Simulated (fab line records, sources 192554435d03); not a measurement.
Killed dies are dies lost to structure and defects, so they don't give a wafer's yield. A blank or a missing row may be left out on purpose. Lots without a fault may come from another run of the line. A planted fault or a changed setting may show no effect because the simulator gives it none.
Chamber matching | flow n5_finfet | N5_STI_FIN_REVEAL_STRIP_24 on rie_diel-06: 4 sister chambers
The step strips in N2/H2, time 90 s. 4 wafers are shown with their chamber, then 9 later ones without.

WAFERS WITH THEIR CHAMBER
wafer  | chamber | drypump_motor_current_A (A)
L084.4 | 2       | 5.0
L086.3 | 0       | 5.9
L086.4 | 1       | 5.8
L086.6 | 3       | 6.1

WAFERS WITHOUT THEIR CHAMBER
wafer  | drypump_motor_current_A (A)
L091.2 | 6.0
L091.4 | 5.8
L091.6 | 5.9
L095.2 | 6.0
L095.3 | 4.9
L095.4 | 5.8
L096.1 | 5.8
L096.3 | 5.0
L096.5 | 5.0

WHICH CHAMBER EACH WENT THROUGH
wafer  | from the rows above          | in truth
L091.2 | can't be placed: 0 or 3 or 1 | 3
L091.4 | can't be placed: 1 or 0      | 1
L091.6 | can't be placed: 0 or 1      | 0
L095.2 | can't be placed: 0 or 3 or 1 | 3
L095.3 | 2                            | 2
L095.4 | can't be placed: 1 or 0      | 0
L096.1 | can't be placed: 1 or 0      | 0
L096.3 | 2                            | 2
L096.5 | 2                            | 2
Placed correctly: 3 of 9. Can't be placed from these rows: 6 (the true chamber is among the candidates in 6). Placed wrongly: 0.
How it was worked out, from the rows above alone: a wafer's distance from a chamber is the root of the sum, over the readings, of the square of ((its reading less the chamber's mean) divided by the reading's scatter). The wafer belongs to the nearest chamber; if the next one is less than 2 further off, it can't be placed. A chamber's mean is the mean of its shown wafers. The scatter: with one shown wafer a chamber, the root of the mean of the squares of how far each hidden wafer lies from its nearest shown one.
